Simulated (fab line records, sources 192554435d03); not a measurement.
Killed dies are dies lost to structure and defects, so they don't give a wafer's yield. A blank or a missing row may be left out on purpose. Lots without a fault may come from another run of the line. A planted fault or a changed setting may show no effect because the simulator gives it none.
Which tool did it? | flow n5_finfet | 9 lots, 27 wafers sampled, at 5 steps of a route of 1938

WHAT THE GAUGES READ, wafer by wafer
N5_ILD0_THK_MEAS_13. Usual: thk_nm 17.7 nm, standard deviation 0.9.
lot  | measured    | on            | thk_nm (nm)    | flag
L519 | day 3 21:40 | film_metro-02 | 17.8 18.9 18.8 |
L520 | day 4 07:06 | film_metro-02 | 19.7 18.2 18.6 |
L523 | day 4 21:48 | film_metro-01 | 19.3 17.4 17.6 |
L532 | day 7 05:27 | film_metro-02 | 17.9 18.0 18.7 |
L535 | day 7 17:18 | film_metro-02 | 17.3 16.2 16.9 |
L536 | day 7 22:59 | film_metro-01 | 15.9 17.1 17.5 |
L539 | day 8 20:25 | film_metro-02 | 18.3 18.2 18.3 |
L540 | day 9 01:43 | film_metro-01 | 17.8 16.7 17.1 |
L542 | day 9 20:49 | film_metro-02 | 17.2 17.7 17.9 |

N5_BEOL_M4_RC_MEAS_101. Usual: DIBL_N 36.1 mV/V, standard deviation 1.4; DIBL_P 36.3 mV/V, standard deviation 1.4; IOFF_N 0.154 nA/um, standard deviation 0.021; IOFF_P 0.21 nA/um, standard deviation 0.032; ION_N 670 uA/um, standard deviation 8.1; ION_P 461 uA/um, standard deviation 7; SS_N 71.4 mV/dec, standard deviation 0.49; SS_P 73.3 mV/dec, standard deviation 0.5; VT_N 250.4 mV, standard deviation 2.6; VT_P -250 mV, standard deviation 3.7.
lot  | measured     | on        | DIBL_N (mV/V)  | DIBL_P (mV/V)  | IOFF_N (nA/um)    | IOFF_P (nA/um) | ION_N (uA/um) | ION_P (uA/um) | SS_N (mV/dec)  | SS_P (mV/dec)  | VT_N (mV)         | VT_P (mV)      | flag
L519 | day 8 16:52  | prober-02 | 35.2 36.5 34.0 | 35.6 37.4 34.8 | 0.146 0.168 0.126 | 0.18 0.20 0.17 | 664 671 669   | 451 454 453   | 72.2 72.1 71.1 | 73.3 74.0 73.0 | 253.0 251.3 252.2 | -256 -255 -253 |
L520 | day 9 09:17  | prober-02 | 38.2 37.8 36.8 | 36.8 37.5 36.2 | 0.170 0.172 0.154 | 0.20 0.20 0.18 | 676 682 681   | 451 458 465   | 71.7 71.7 70.8 | 73.0 73.5 73.3 | 246.3 248.8 248.1 | -252 -254 -254 |
L523 | day 9 19:14  | prober-02 | 33.3 36.0 34.6 | 32.9 35.6 34.2 | 0.124 0.170 0.146 | 0.22 0.28 0.25 | 664 676 681   | 472 475 480   | 70.8 71.4 71.1 | 73.2 73.1 72.8 | 252.9 246.2 250.2 | -244 -242 -241 |
L532 | day 11 20:16 | prober-01 | 34.6 35.1 32.7 | 35.6 35.7 31.8 | 0.141 0.139 0.103 | 0.17 0.16 0.12 | 676 673 649   | 457 448 439   | 71.6 71.4 70.6 | 73.4 73.7 72.3 | 252.6 254.0 258.4 | -256 -257 -259 |
L535 | day 13 15:44 | prober-01 | 35.6 36.6 34.6 | 36.2 37.5 35.9 | 0.154 0.183 0.146 | 0.19 0.22 0.19 | 669 680 674   | 456 463 461   | 72.6 71.6 71.4 | 73.0 73.8 73.3 | 251.8 248.0 248.0 | -252 -251 -252 |
L536 | day 12 17:49 | prober-01 | 34.4 34.2 36.5 | 34.7 34.4 35.7 | 0.139 0.137 0.171 | 0.18 0.19 0.20 | 681 682 669   | 467 461 459   | 71.0 70.4 70.6 | 72.9 73.2 73.6 | 249.3 250.0 246.5 | -251 -250 -249 |
L539 | day 14 16:38 | prober-02 | 37.8 37.4 38.6 | 38.2 37.7 39.7 | 0.167 0.154 0.186 | 0.22 0.21 0.24 | 665 661 679   | 453 459 463   | 71.4 71.3 71.7 | 73.6 73.1 73.4 | 249.4 250.7 250.4 | -250 -251 -251 |
L540 | day 14 00:37 | prober-02 | 35.7 35.4 35.3 | 36.6 36.2 36.6 | 0.149 0.144 0.150 | 0.21 0.20 0.21 | 667 667 671   | 460 463 465   | 71.2 71.3 71.4 | 72.6 72.9 73.3 | 250.2 253.2 250.8 | -249 -251 -248 |
L542 | day 15 04:57 | prober-02 | 35.5 36.7 36.2 | 36.3 37.0 36.6 | 0.127 0.152 0.140 | 0.17 0.19 0.18 | 664 668 669   | 461 453 455   | 71.0 71.5 71.4 | 72.8 72.7 73.2 | 254.9 252.0 257.7 | -257 -251 -257 |

WHICH TOOL RAN EACH LOT (tool, then ch and the chambers of the sampled wafers, then the start)
lot  | N5_SD_EPI_P_STRIP_40                | N5_SDB_COAT_03                   | N5_SDB_DESCUM_16
L519 | plasma_asher-01 ch 0,1, day 3 11:13 | litho_track-03 ch 0, day 3 21:48 | rie_diel-01 ch 0,1, day 3 22:08
L520 | plasma_asher-01 ch 0,1, day 3 21:13 | litho_track-03 ch 0, day 4 07:15 | rie_diel-01 ch 0,1,2, day 4 07:44
L523 | plasma_asher-01 ch 0,1, day 4 11:27 | litho_track-03 ch 0, day 4 21:56 | rie_diel-02 ch 0,2, day 4 23:01
L532 | plasma_asher-01 ch 0,1, day 6 18:44 | litho_track-01 ch 0, day 7 05:38 | rie_diel-01 ch 2,3, day 7 06:19
L535 | plasma_asher-01 ch 0,1, day 7 07:22 | litho_track-03 ch 0, day 7 17:26 | rie_diel-01 ch 0,1,2, day 7 18:39
L536 | plasma_asher-02 ch 0,1, day 7 13:04 | litho_track-03 ch 0, day 7 23:07 | rie_diel-03 ch 0,1,3, day 7 23:27
L539 | plasma_asher-02 ch 0,1, day 8 08:32 | litho_track-01 ch 0, day 8 20:34 | rie_diel-01 ch 1,2,3, day 8 21:08
L540 | plasma_asher-01 ch 0,1, day 8 14:19 | litho_track-05 ch 0, day 9 01:52 | rie_diel-03 ch 0,2,3, day 9 02:12
L542 | plasma_asher-02 ch 0,1, day 9 10:05 | litho_track-05 ch 0, day 9 20:59 | rie_diel-03 ch 0,1,2, day 9 21:27
- N5_SD_EPI_P_STRIP_40: strips in N2/H2.
- N5_SDB_COAT_03: time 60 s, resist thk 100 nm.
- N5_SDB_DESCUM_16: chemistry O2, time 7.9 s.

WHAT THE TOOLS THEMSELVES READ (means of the sampled wafers that have a number; where no wafer has one, the mark that the record gives instead)
N5_SD_EPI_P_STRIP_40. Usual: drypump_motor_current_A 5.6 A, standard deviation 0.65; heater_power_w 373 W, standard deviation 33; n2_flow_sccm 1750 sccm, standard deviation 5.8; oes_product_au 0.762 a.u., standard deviation 0.011.
lot  | tool            | drypump_motor_current_A (A) | heater_power_w (W) | n2_flow_sccm (sccm) | oes_product_au (a.u.) | flag
L519 | plasma_asher-01 | 5.8                         | 389                | 1750                | 0.763                 |
L520 | plasma_asher-01 | 5.8                         | 394                | 1752                | 0.769                 |
L523 | plasma_asher-01 | 5.3                         | 367                | 1748                | 0.763                 |
L532 | plasma_asher-01 | 5.3                         | 365                | 1753                | 0.758                 |
L535 | plasma_asher-01 | 5.3                         | 361                | 1746                | 0.770                 |
L536 | plasma_asher-02 | 6.3                         | 362                | 1754                | 0.769                 |
L539 | plasma_asher-02 | 6.3                         | 356                | 1751                | 0.758                 |
L540 | plasma_asher-01 | 5.3                         | 367                | 1752                | 0.768                 |
L542 | plasma_asher-02 | 6.3                         | 356                | 1749                | 0.770                 |

N5_SDB_COAT_03. Usual: heater_power_total_W 500.5 W, standard deviation 1.7; plate_temp_C 249.96 C, standard deviation 0.18.
lot  | tool           | heater_power_total_W (W) | plate_temp_C (C) | flag
L519 | litho_track-03 | 499.8                    | 250.10           |
L520 | litho_track-03 | 500.4                    | 249.92           |
L523 | litho_track-03 | 500.5                    | 250.04           |
L532 | litho_track-01 | 501.9                    | 250.00           |
L535 | litho_track-03 | 475.9                    | 240.49           | OFF
L536 | litho_track-03 | 475.9                    | 240.21           | OFF
L539 | litho_track-01 | 499.7                    | 249.85           |
L540 | litho_track-05 | 499.5                    | 250.06           |
L542 | litho_track-05 | 500.6                    | 250.01           |

N5_SDB_DESCUM_16. Usual: drypump_motor_current_A 5.8 A, standard deviation 0.47; oes_product_au 0.77 a.u., standard deviation 0.099; rf_vpp_V 243.9 V, standard deviation 1.2; showerhead_plenum_p_Torr 2.14 Torr, standard deviation 0.064; throttle_valve_pct 20.42 %, standard deviation 0.2.
lot  | tool        | drypump_motor_current_A (A) | oes_product_au (a.u.) | rf_vpp_V (V) | showerhead_plenum_p_Torr (Torr) | throttle_valve_pct (%) | flag
L519 | rie_diel-01 | 5.8                         | 0.68                  | 242.0        | 2.04                            | 20.34                  |
L520 | rie_diel-01 | 5.5                         | 0.70                  | 243.0        | 2.10                            | 20.45                  |
L523 | rie_diel-02 | 5.9                         | 0.83                  | 245.6        | 2.20                            | 20.42                  |
L532 | rie_diel-01 | 5.4                         | 0.72                  | 243.8        | 2.14                            | 20.55                  |
L535 | rie_diel-01 | 5.5                         | 0.77                  | 244.5        | 2.18                            | 20.37                  |
L536 | rie_diel-03 | 5.6                         | 0.78                  | 242.9        | 2.08                            | 20.41                  |
L539 | rie_diel-01 | 5.7                         | 0.80                  | 244.3        | 2.16                            | 20.35                  |
L540 | rie_diel-03 | 5.9                         | 0.83                  | 243.8        | 2.16                            | 20.35                  |
L542 | rie_diel-03 | 6.0                         | 0.90                  | 245.2        | 2.19                            | 20.23                  |

THE ANSWER, worked out from the rows above alone
Rule: a lot is off if the mean of its wafers that have a number lies more than 3 standard deviations from the usual mean. A lot without any number at a reading at which 4 lots or more have one is off too. The other lots that the step has rows for count as sound. The gauges are gone through in route order, then the tools' own readings, and for those a lot's mean is taken as printed above. The first step at which some lot is off is used, and at that step the reading that is off furthest; a lot without a number counts as furthest.
Off: L535, L536, at N5_SDB_COAT_03 (plate_temp_C).
A tool fits if, at that step or a process step before it, it ran every lot that is off, and no sound lot after the first of them. One fits: litho_track-03 at N5_SDB_COAT_03. Its last sound lot is L523 (day 4 21:56), its first lot that is off L535 (day 7 17:26): a fault that began between those two fits.
The tool's own readings at N5_SDB_COAT_03 bear it out: on the lots that are off they differ by more than 5 times the standard deviation of the sound lots' means. heater_power_total_W reads 475.9 W there against 500.3 W on the sound lots; plate_temp_C reads 240.35 C there against 250.00 C on the sound lots.

WHAT THE SIMULATOR HAD PUT IN
Process parameter drift: litho_track-03, from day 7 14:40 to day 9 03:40, at N5_SDB_COAT_03. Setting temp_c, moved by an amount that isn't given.
Lots struck among those shown: L535, L536. The rule above found the same.
